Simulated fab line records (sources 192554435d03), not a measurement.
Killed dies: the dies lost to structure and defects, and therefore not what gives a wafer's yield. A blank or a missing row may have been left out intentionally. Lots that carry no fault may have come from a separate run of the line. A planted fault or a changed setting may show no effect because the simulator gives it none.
Which of the tools did it? | flow n5_finfet | 24 lots with 72 wafers sampled at 6 steps, on a route of 1938 steps

== WHAT THE GAUGES SHOWED, per wafer ==
N5_SD_ACTIVATION_RS_MEAS_03: measurement is done with a four-point probe. Usual: RS_SD_N 21.89 ohm/sq, standard deviation 0.27; RS_SD_P 56.0 ohm/sq, standard deviation 0.87.
lot  | measured    | on            | RS_SD_N (ohm/sq)  | RS_SD_P (ohm/sq) | flag
L074 | day 3 14:33 | film_metro-01 | 22.02 22.10 22.38 | 54.7 54.7 54.9   |
L075 | day 3 16:52 | film_metro-02 | 21.94 21.83 21.64 | 57.3 57.4 56.6   |
L076 | day 3 21:53 | film_metro-02 | 21.87 21.95 21.65 | 57.1 55.8 55.9   |
L077 | day 4 04:23 | film_metro-02 | 22.07 21.99 22.43 | 56.8 55.3 56.9   |
L078 | day 4 11:12 | film_metro-01 | 22.23 22.22 22.81 | 56.4 56.5 55.3   |
L079 | day 4 14:46 | film_metro-01 | 21.74 22.01 21.94 | 55.5 55.3 55.5   |
L080 | day 5 00:46 | film_metro-01 | 21.85 22.31 21.94 | 55.7 56.4 55.7   |
L081 | day 5 05:32 | film_metro-02 | 21.62 21.94 21.79 | 56.7 56.9 56.5   |
L082 | day 5 11:58 | film_metro-01 | 21.48 21.40 21.57 | 54.7 54.1 54.8   |
L083 | day 5 20:16 | film_metro-02 | 21.98 21.71 21.84 | 57.8 58.0 57.7   |
L084 | day 6 00:20 | film_metro-01 | 21.66 21.47 21.86 | 55.1 55.5 55.4   |
L085 | day 6 09:35 | film_metro-02 | 21.93 21.55 21.83 | 54.9 55.6 55.9   |
L086 | day 6 12:58 | film_metro-02 | 22.22 22.05 21.83 | 55.6 54.5 54.6   |
L087 | day 6 19:55 | film_metro-01 | 21.62 21.96 21.68 | 57.8 56.2 56.5   |
L088 | day 6 22:35 | film_metro-01 | 21.39 21.60 21.71 | 56.8 56.2 56.6   |
L089 | day 7 05:14 | film_metro-01 | 22.00 22.43 22.06 | 54.2 54.3 55.0   |
L090 | day 7 11:17 | film_metro-01 | 21.95 21.68 22.07 | 55.0 55.0 55.5   |
L092 | day 8 00:06 | film_metro-02 | 21.67 22.03 21.71 | 55.5 55.7 55.7   |
L093 | day 8 07:38 | film_metro-02 | 21.85 21.88 21.64 | 55.5 56.2 56.5   |
L094 | day 8 09:16 | film_metro-01 | 22.33 22.24 22.00 | 57.1 57.4 56.7   |
L095 | day 8 16:38 | film_metro-02 | 21.87 21.65 21.76 | 55.5 55.5 55.6   |
L096 | day 9 00:35 | film_metro-02 | 22.28 22.50 22.31 | 56.7 56.8 56.4   |
L097 | day 9 04:55 | film_metro-01 | 21.64 21.85 21.67 | 56.1 55.4 55.5   |
L091 | day 9 07:54 | film_metro-02 | 21.85 21.98 21.91 | 54.9 55.5 55.2   |

N5_HKMG_FIN_THK_MEAS_70: measures by xrf. Usual: for HK_THK the level is 1.582 nm and the standard deviation is 0.017.
lot  | measured    | on            | HK_THK (nm)       | flag
L074 | day 4 05:59 | film_metro-01 | 1.584 1.578 1.577 |
L075 | day 4 08:37 | film_metro-02 | 1.550 1.587 1.551 |
L076 | day 4 13:32 | film_metro-02 | 1.625 1.572 1.597 |
L077 | day 4 20:43 | film_metro-01 | 1.577 1.596 1.575 |
L078 | day 5 02:35 | film_metro-01 | 1.582 1.590 1.572 |
L079 | day 5 07:13 | film_metro-02 | 1.589 1.588 1.608 |
L080 | day 5 16:49 | film_metro-01 | 1.571 1.572 1.558 |
L081 | day 5 20:52 | film_metro-02 | 1.623 1.552 1.600 |
L082 | day 6 03:08 | film_metro-02 | 1.599 1.591 1.596 |
L083 | day 6 11:25 | film_metro-01 | 1.576 1.567 1.564 |
L084 | day 6 16:51 | film_metro-01 | 1.586 1.576 1.579 |
L085 | day 7 01:17 | film_metro-01 | 1.578 1.610 1.586 |
L086 | day 7 04:58 | film_metro-01 | 1.589 1.564 1.589 |
L087 | day 7 11:35 | film_metro-02 | 1.584 1.617 1.577 |
L088 | day 7 14:05 | film_metro-01 | 1.589 1.592 1.580 |
L089 | day 7 20:58 | film_metro-01 | 1.568 1.590 1.580 |
L090 | day 8 03:02 | film_metro-01 | 1.591 1.597 1.595 |
L092 | day 8 16:31 | film_metro-01 | 1.567 1.588 1.591 |
L093 | day 8 23:55 | film_metro-02 | 1.584 1.562 1.615 |
L094 | day 9 01:55 | film_metro-01 | 1.579 1.569 1.557 |
L095 | day 9 08:20 | film_metro-01 | 1.564 1.555 1.581 |
L096 | day 9 16:39 | film_metro-01 | 1.586 1.588 1.573 |
L097 | day 9 20:50 | film_metro-02 | 1.575 1.605 1.572 |
L091 | day 9 23:21 | film_metro-01 | 1.590 1.557 1.556 |

N5_HKMG_FIN_OVL_MEAS_13. Usual: for NWFM_OVL the level is -0.3 nm and the standard deviation is 0.67.
lot  | measured     | on         | NWFM_OVL (nm)  | flag
L074 | day 4 06:54  | overlay-01 | -1.2 -0.9 -1.3 |
L075 | day 4 09:32  | overlay-01 | 1.1 1.3 -0.4   |
L076 | day 4 14:26  | overlay-02 | -0.4 -0.3 0.5  |
L077 | day 4 21:37  | overlay-02 | 0.0 -0.6 -0.4  |
L078 | day 5 03:29  | overlay-02 | 0.5 0.4 0.5    |
L079 | day 5 08:07  | overlay-01 | 0.1 1.3 0.1    |
L080 | day 5 17:44  | overlay-02 | 0.0 -1.4 -0.2  |
L081 | day 5 21:46  | overlay-02 | -0.3 -0.1 -0.6 |
L082 | day 6 03:55  | overlay-01 | -0.1 0.1 -0.6  |
L083 | day 6 12:12  | overlay-02 | 0.7 -0.2 1.0   |
L084 | day 6 17:38  | overlay-02 | -0.6 -0.9 -1.3 |
L085 | day 7 02:11  | overlay-02 | -0.4 -0.4 -0.2 |
L086 | day 7 05:52  | overlay-02 | 0.2 -0.3 0.5   |
L087 | day 7 12:22  | overlay-02 | -0.1 0.4 -0.6  |
L088 | day 7 14:59  | overlay-02 | 0.7 0.4 0.5    |
L089 | day 7 21:52  | overlay-01 | -0.2 -1.0 -0.4 |
L090 | day 8 03:57  | overlay-02 | -1.4 -1.4 -0.7 |
L092 | day 8 17:25  | overlay-02 | -2.1 -0.8 -0.8 |
L093 | day 9 00:42  | overlay-02 | 0.5 -0.4 0.9   |
L094 | day 9 02:41  | overlay-02 | -1.5 -0.8 -1.1 |
L095 | day 9 09:14  | overlay-01 | -0.2 -0.4 0.4  |
L096 | day 9 17:33  | overlay-02 | 0.0 0.0 0.3    |
L097 | day 9 21:44  | overlay-01 | 0.4 -0.1 0.6   |
L091 | day 10 00:15 | overlay-01 | 0.8 -0.5 -0.8  |

N5_HKMG_FIN_INSPECT_28: inspects for defects (darkfield). Usual: raw_defect_count reads 42 (standard deviation 16).
lot  | measured     | on                | raw_defect_count | flag
L074 | day 4 11:48  | defect_inspect-01 | 67 44 30         |
L075 | day 4 14:20  | defect_inspect-01 | 25 50 22         |
L076 | day 4 18:56  | defect_inspect-01 | 44 25 60         |
L077 | day 5 02:05  | defect_inspect-01 | 43 46 51         |
L078 | day 5 08:11  | defect_inspect-02 | 37 72 56         |
L079 | day 5 12:40  | defect_inspect-02 | 51 41 47         |
L080 | day 5 22:20  | defect_inspect-01 | 50 51 38         |
L081 | day 6 02:12  | defect_inspect-02 | 46 24 38         |
L082 | day 6 08:26  | defect_inspect-01 | 40 41 29         |
L083 | day 6 17:01  | defect_inspect-01 | 24 53 43         |
L084 | day 6 22:22  | defect_inspect-01 | 40 37 39         |
L085 | day 7 06:56  | defect_inspect-01 | 36 27 34         |
L086 | day 7 10:26  | defect_inspect-02 | 58 25 51         |
L087 | day 7 17:05  | defect_inspect-02 | 30 52 48         |
L088 | day 7 19:29  | defect_inspect-01 | 27 38 81         |
L089 | day 8 02:27  | defect_inspect-01 | 25 34 31         |
L090 | day 8 08:34  | defect_inspect-02 | 59 60 32         |
L092 | day 8 22:18  | defect_inspect-01 | 10 25 22         |
L093 | day 9 05:26  | defect_inspect-02 | 33 40 40         |
L094 | day 9 07:33  | defect_inspect-01 | 25 44 50         |
L095 | day 9 13:46  | defect_inspect-01 | 38 21 45         |
L096 | day 9 22:16  | defect_inspect-02 | 50 40 54         |
L097 | day 10 02:38 | defect_inspect-02 | 26 39 25         |
L091 | day 10 04:44 | defect_inspect-02 | 57 53 50         |

== TOOL THAT RAN EACH LOT (tool first, then ch and the chambers of the sampled wafers, then the start) ==
lot  | N5_SD_ACTIVATION_RTA_00         | N5_HKMG_FIN_W_FILL_22
L074 | rtp_anneal-01 ch 0, day 3 14:09 | cvd_w-01 ch 0,1, day 4 10:59
L075 | rtp_anneal-01 ch 0, day 3 16:28 | cvd_w-02 ch 0,1, day 4 13:31
L076 | rtp_anneal-01 ch 0, day 3 21:29 | cvd_w-01 ch 0,1, day 4 18:03
L077 | rtp_anneal-01 ch 0, day 4 03:58 | cvd_w-01 ch 0,1, day 5 01:16
L078 | rtp_anneal-01 ch 0, day 4 10:49 | cvd_w-02 ch 0,1, day 5 07:23
L079 | rtp_anneal-01 ch 0, day 4 14:22 | cvd_w-02 ch 0,1, day 5 11:52
L080 | rtp_anneal-02 ch 0, day 5 00:23 | cvd_w-01 ch 0,1, day 5 21:31
L081 | rtp_anneal-01 ch 0, day 5 05:08 | cvd_w-01 ch 0,1, day 6 01:23
L082 | rtp_anneal-02 ch 0, day 5 11:34 | cvd_w-01 ch 0,1, day 6 07:37
L083 | rtp_anneal-02 ch 0, day 5 19:52 | cvd_w-01 ch 0,1, day 6 16:12
L084 | rtp_anneal-01 ch 0, day 5 23:56 | cvd_w-01 ch 0,1, day 6 21:34
L085 | rtp_anneal-01 ch 0, day 6 09:11 | cvd_w-02 ch 0,1, day 7 06:07
L086 | rtp_anneal-02 ch 0, day 6 12:34 | cvd_w-01 ch 0,1, day 7 09:36
L087 | rtp_anneal-01 ch 0, day 6 19:20 | cvd_w-01 ch 0,1, day 7 16:08
L088 | rtp_anneal-01 ch 0, day 6 22:11 | cvd_w-02 ch 0,1, day 7 18:40
L089 | rtp_anneal-02 ch 0, day 7 04:50 | cvd_w-02 ch 0,1, day 8 01:38
L090 | rtp_anneal-01 ch 0, day 7 10:54 | cvd_w-01 ch 0,1, day 8 07:41
L092 | rtp_anneal-02 ch 0, day 7 23:41 | cvd_w-02 ch 0, day 8 21:28
L093 | rtp_anneal-02 ch 0, day 8 07:14 | cvd_w-02 ch 0, day 9 04:36
L094 | rtp_anneal-02 ch 0, day 8 08:53 | cvd_w-01 ch 0,1, day 9 06:44
L095 | rtp_anneal-01 ch 0, day 8 16:13 | cvd_w-01 ch 1, day 9 12:55
L096 | rtp_anneal-01 ch 0, day 9 00:11 | cvd_w-01 ch 1, day 9 21:26
L097 | rtp_anneal-01 ch 0, day 9 04:32 | cvd_w-01 ch 0,1, day 10 01:49
L091 | rtp_anneal-02 ch 0, day 9 07:30 | cvd_w-01 ch 0,1, day 10 03:55
- N5_SD_ACTIVATION_RTA_00: time 0 s.
- N5_HKMG_FIN_W_FILL_22: material W, target thk 60 nm, time 18.2 s.

== WHAT THE TOOLS THEMSELVES READ (means of the sampled wafers that have a number; where no wafer has one, the mark that the record gives instead) ==
N5_SD_ACTIVATION_RTA_00. Usual: lamp_power_pct 8.96 %, standard deviation 0.062; lamp_zone_2_pct 8.951 %, standard deviation 0.024; wafer_temp_C_max 975.1, standard deviation 1.9.
lot  | tool          | lamp_power_pct (%) | lamp_zone_2_pct (%) | wafer_temp_C_max | flag
L074 | rtp_anneal-01 | 8.97               | 8.943               | 973.8            |
L075 | rtp_anneal-01 | 8.99               | 8.959               | 975.3            |
L076 | rtp_anneal-01 | 9.01               | 8.967               | 976.5            |
L077 | rtp_anneal-01 | 8.96               | 8.966               | 974.9            |
L078 | rtp_anneal-01 | 8.94               | 8.940               | 976.0            |
L079 | rtp_anneal-01 | 8.90               | 8.957               | 974.9            |
L080 | rtp_anneal-02 | 8.96               | 8.952               | 973.5            |
L081 | rtp_anneal-01 | 9.03               | 8.944               | 976.1            |
L082 | rtp_anneal-02 | 8.93               | 8.949               | 975.8            |
L083 | rtp_anneal-02 | 8.93               | 8.946               | 974.4            |
L084 | rtp_anneal-01 | 8.92               | 8.949               | 975.0            |
L085 | rtp_anneal-01 | 8.94               | 8.950               | 975.7            |
L086 | rtp_anneal-02 | 8.96               | 8.940               | 974.8            |
L087 | rtp_anneal-01 | 8.99               | 8.947               | 974.8            |
L088 | rtp_anneal-01 | 9.04               | 8.957               | 973.9            |
L089 | rtp_anneal-02 | 8.99               | 8.935               | 974.2            |
L090 | rtp_anneal-01 | 9.01               | 8.940               | 976.0            |
L092 | rtp_anneal-02 | 8.96               | 8.941               | 974.8            |
L093 | rtp_anneal-02 | 9.04               | 8.938               | 974.8            |
L094 | rtp_anneal-02 | 9.01               | 8.965               | 976.2            |
L095 | rtp_anneal-01 | 8.96               | 8.963               | 975.5            |
L096 | rtp_anneal-01 | 8.96               | 8.955               | 975.0            |
L097 | rtp_anneal-01 | 8.98               | 8.945               | 975.4            |
L091 | rtp_anneal-02 | 8.98               | 8.957               | 975.1            |

N5_HKMG_FIN_W_FILL_22. Usual: heater_power_w 868 W, standard deviation 48; throttle_valve_pct 19.49 %, standard deviation 0.27.
lot  | tool     | heater_power_w (W) | throttle_valve_pct (%) | flag
L074 | cvd_w-01 | 875                | 19.64                  |
L075 | cvd_w-02 | 805                | 19.20                  |
L076 | cvd_w-01 | 855                | 19.47                  |
L077 | cvd_w-01 | 866                | 19.44                  |
L078 | cvd_w-02 | 864                | 19.30                  |
L079 | cvd_w-02 | 811                | 19.13                  |
L080 | cvd_w-01 | 861                | 19.47                  |
L081 | cvd_w-01 | 869                | 19.51                  |
L082 | cvd_w-01 | 864                | 19.32                  |
L083 | cvd_w-01 | 861                | 19.40                  |
L084 | cvd_w-01 | 871                | 19.63                  |
L085 | cvd_w-02 | 870                | 19.19                  |
L086 | cvd_w-01 | 882                | 19.63                  |
L087 | cvd_w-01 | 869                | 19.52                  |
L088 | cvd_w-02 | 817                | 19.29                  |
L089 | cvd_w-02 | 863                | 19.29                  |
L090 | cvd_w-01 | 867                | 19.60                  |
L092 | cvd_w-02 | 928                | 19.42                  |
L093 | cvd_w-02 | 921                | 19.32                  |
L094 | cvd_w-01 | 863                | 19.54                  |
L095 | cvd_w-01 | 883                | 20.00                  |
L096 | cvd_w-01 | 887                | 19.70                  |
L097 | cvd_w-01 | 861                | 19.61                  |
L091 | cvd_w-01 | 871                | 19.77                  |

== THE ANSWER, worked out from the rows above alone ==
Rule: take the mean of a lot's wafers that have a number; if it is more than 3 standard deviations from the usual mean, the lot is off. A lot without any number at a reading at which 4 lots or more have one is off too. All remaining lots with rows at the step are treated as sound. The gauges are gone through in route order, then the tools' own readings, and for those a lot's mean is taken as printed above. At the first step where some lot is off, the reading lying furthest off is the one used; lots without a number count as furthest.
None of the lots is off at any reading shown; this tells nothing.

== WHAT THE SIMULATOR PUT IN ==
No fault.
